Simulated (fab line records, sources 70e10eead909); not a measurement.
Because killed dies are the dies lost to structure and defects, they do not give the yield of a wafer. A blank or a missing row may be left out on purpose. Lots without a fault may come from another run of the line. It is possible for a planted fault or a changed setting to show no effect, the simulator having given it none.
A struck lot beside a sound one | flow nand-harc | 15 steps out of a route of 1302
Sound: wafers L709.2, L709.4, L709.5. Struck: wafer L721.6. (L721.2, L721.4 of the same lot were not struck and are left out.) The cause comes at the end.
Each step with rows lists, per side, the tool, then ch with its chambers, then its first start. Under that, the readings that differ: sound wafers | struck wafers | difference of the means | sigmas: that difference in standard deviations of wafers without a fault.
alike: a reading whose means differ by less than 2 such deviations, as well as words and numbers matching on both sides. not compared: withheld readings; readings where some wafer has no value; bounds like >300 that might hide an equal value; numbers whose values overlap and for which the record gives no deviation.
A row with sigmas, a row that says differs or no value, or rows on one side alone: a step with any of these is where the two part. When numbers do not overlap yet have no deviation, they are printed without sigmas and do not part them. A reading missing from all wafers of one side parts the sides only when that side holds two or more wafers.

NHARC_A_ONON_D2_THK_MEAS_14: measures by ellipsometry.
  sound on film-metro-01 at day 15 20:38; struck on film-metro-02 at day 21 05:41
  alike: thk-nm
then, 2 steps without rows for these wafers: NHARC_A_ONON_D2_ANNEAL_15 (time 3600 s); NHARC_A_ONON_D2_DEP_16 (target thk 1000 nm).
NHARC_A_ONON_D2_THK_MEAS_18: measures by ellipsometry.
  sound on film-metro-02 at day 16 04:41; struck on film-metro-01 at day 21 16:56
  reading     | sound          | struck | difference | sigmas
  thk-nm (nm) | 1021 1022 1020 | 988    | -33        | -3
then, no rows for these wafers at 1 step: NHARC_A_ONON_D2_DEP_19 (target thk 1000 nm).
NHARC_A_ONON_D2_THK_MEAS_21: measures by ellipsometry.
  sound on film-metro-02 at day 16 05:15; struck on film-metro-01 at day 21 17:29
  reading     | sound         | struck | difference | sigmas
  thk-nm (nm) | 1000 1002 999 | 978    | -22        | -2
then, no rows for these wafers at 1 step: NHARC_A_ONON_D2_DEP_22 (target thk 1000 nm).
NHARC_A_ONON_D2_THK_MEAS_24: measures by ellipsometry.
  sound on film-metro-01 at day 16 05:49; struck on film-metro-01 at day 21 18:04
  alike: thk-nm
then, no rows for these wafers at 1 step: NHARC_A_ONON_D2_DEP_25 (target thk 1000 nm).
NHARC_A_ONON_D2_THK_MEAS_27: measures by ellipsometry.
  sound on film-metro-01 at day 16 06:23; struck on film-metro-01 at day 21 18:38
  alike: thk-nm
then, no rows for these wafers at 1 step: NHARC_A_ONON_D2_DEP_28 (target thk 1000 nm).
NHARC_A_ONON_D2_THK_MEAS_30: measures by ellipsometry.
  sound on film-metro-01 at day 16 06:57; struck on film-metro-01 at day 21 19:11
  alike: thk-nm
NHARC_A_ONON_D2_DEP_33: deposits SiO2, target thk 200 nm.
  sound on pecvd-01 ch 0,1, day 16 07:03; struck on pecvd-04 ch 0, day 21 19:20
  reading                   | sound             | struck | difference | sigmas
  mfc-precursor-sccm (sccm) | 161.1 161.2 161.9 | 206.7  | +45.3      | +92
  throttle-valve-pct (%)    | 15.3 15.0 14.9    | 17.3   | +2.2       | +3
  alike: heater-power-w, rf-fwd-power-W, susceptor-temp-C
NHARC_A_ONON_D2_THK_MEAS_34: measures by ellipsometry.
  sound on film-metro-02 at day 16 07:25; struck on film-metro-01 at day 21 19:40
  reading     | sound       | struck | difference | sigmas
  thk-nm (nm) | 198 202 203 | 254    | +53        | +18
following that, these wafers have no rows for 1 step: NHARC_END_SORT_01.

WHERE THEY PART
At NHARC_A_ONON_D2_THK_MEAS_18 first; at NHARC_A_ONON_D2_THK_MEAS_34 last (within this record only).

WHY: whatever the simulator had introduced
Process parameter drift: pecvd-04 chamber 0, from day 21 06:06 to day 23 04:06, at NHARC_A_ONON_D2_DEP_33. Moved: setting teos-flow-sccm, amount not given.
